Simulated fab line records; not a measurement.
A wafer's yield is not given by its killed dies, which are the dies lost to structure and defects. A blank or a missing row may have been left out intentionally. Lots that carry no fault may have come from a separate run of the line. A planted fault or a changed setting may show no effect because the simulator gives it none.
2 desks, one fault / flow n5_finfet / numbers are kept per desk, each desk with only its own; the story behind them comes last

== METROLOGY DESK ==
What the gauges read, lot by lot, whatever tool the lot ran on: means of the sampled wafers that have a number. If a lot's mean is further than 4 standard deviations from the usual mean, the lot is out of limits and carries the mark OUT (the distance appears in the brackets). Readings shown: 7 of its 10, picked as those furthest out on some lot.
Columns: A = DIBL_P at N5_BEOL_M4_RC_MEAS_101, usual 35.4 mV/V; B = IOFF_P at N5_BEOL_M4_RC_MEAS_101, usual 0.20 nA/um; C = ION_N at N5_BEOL_M4_RC_MEAS_101, usual 672 uA/um; D = ION_P at N5_BEOL_M4_RC_MEAS_101, usual 461 uA/um; E = SS_N at N5_BEOL_M4_RC_MEAS_101, usual 71.4 mV/dec; F = SS_P at N5_BEOL_M4_RC_MEAS_101, usual 73.1 mV/dec; G = VT_P at N5_BEOL_M4_RC_MEAS_101, usual -251 mV
lot=L746; first seen here=day 8 13:30; A=36.4; B=0.19; C=680; D=459; E=71.6; F=73.2; G=-252
lot=L753; first seen here=day 10 11:11; A=35.5; B=0.22; C=674; D=468; E=71.4; F=73.0; G=-249
lot=L761; first seen here=day 12 16:58; A=35.9; B=0.23; C=677; D=470; E=71.4; F=73.5; G=-247
lot=L764; first seen here=day 12 21:54; A=35.1; B=0.18; C=676; D=465; E=70.9; F=72.7; G=-253
lot=L765; first seen here=day 13 20:19; A=36.5; B=0.20; C=675; D=460; E=71.0; F=73.5; G=-253
This desk found nothing out of limits on any of the 5 lots.

== THE TOOL OWNER'S DESK: rie_diel-06 ==
The tool's own readings at N5_MOL_CONTACT_COAG_ETCH_47 (etches SiNx in CH3F/O2, stops on W, target depth 27 nm): means of the sampled wafers that have a number, for each lot that ran on this tool. If a lot's mean is further than 4 standard deviations from the usual mean, the lot is out of limits and carries the mark OUT (the distance appears in the brackets).
Columns: A = drypump_motor_current_A at N5_MOL_CONTACT_COAG_ETCH_47, usual 5.6 A; B = etch_rf_on_time_s at N5_MOL_CONTACT_COAG_ETCH_47, usual 31.2 s; C = oes_product_au at N5_MOL_CONTACT_COAG_ETCH_47, usual 0.72 a.u.; D = rf_fwd_power_W at N5_MOL_CONTACT_COAG_ETCH_47, usual 387.4 W; E = rf_vpp_V at N5_MOL_CONTACT_COAG_ETCH_47, usual 296.3 V; F = showerhead_plenum_p_Torr at N5_MOL_CONTACT_COAG_ETCH_47, usual 2.03 Torr; G = throttle_valve_pct at N5_MOL_CONTACT_COAG_ETCH_47, usual 16.42 %
lot=L753; first seen here=day 7 18:11; A=6.0; B=31.2; C=0.70; D=387.8; E=295.3; F=2.09; G=16.60
lot=L765; first seen here=day 10 22:08; A=5.6; B=31.3; C=0.70; D=388.2; E=295.4; F=2.06; G=16.52
This desk found nothing out of limits on any of the 2 lots.

== TAKEN TOGETHER ==
From the metrology desk's view, nothing was out of limits.
The tool owner's desk saw nothing out of limits.

== WHAT THE SIMULATOR HAD INSERTED ==
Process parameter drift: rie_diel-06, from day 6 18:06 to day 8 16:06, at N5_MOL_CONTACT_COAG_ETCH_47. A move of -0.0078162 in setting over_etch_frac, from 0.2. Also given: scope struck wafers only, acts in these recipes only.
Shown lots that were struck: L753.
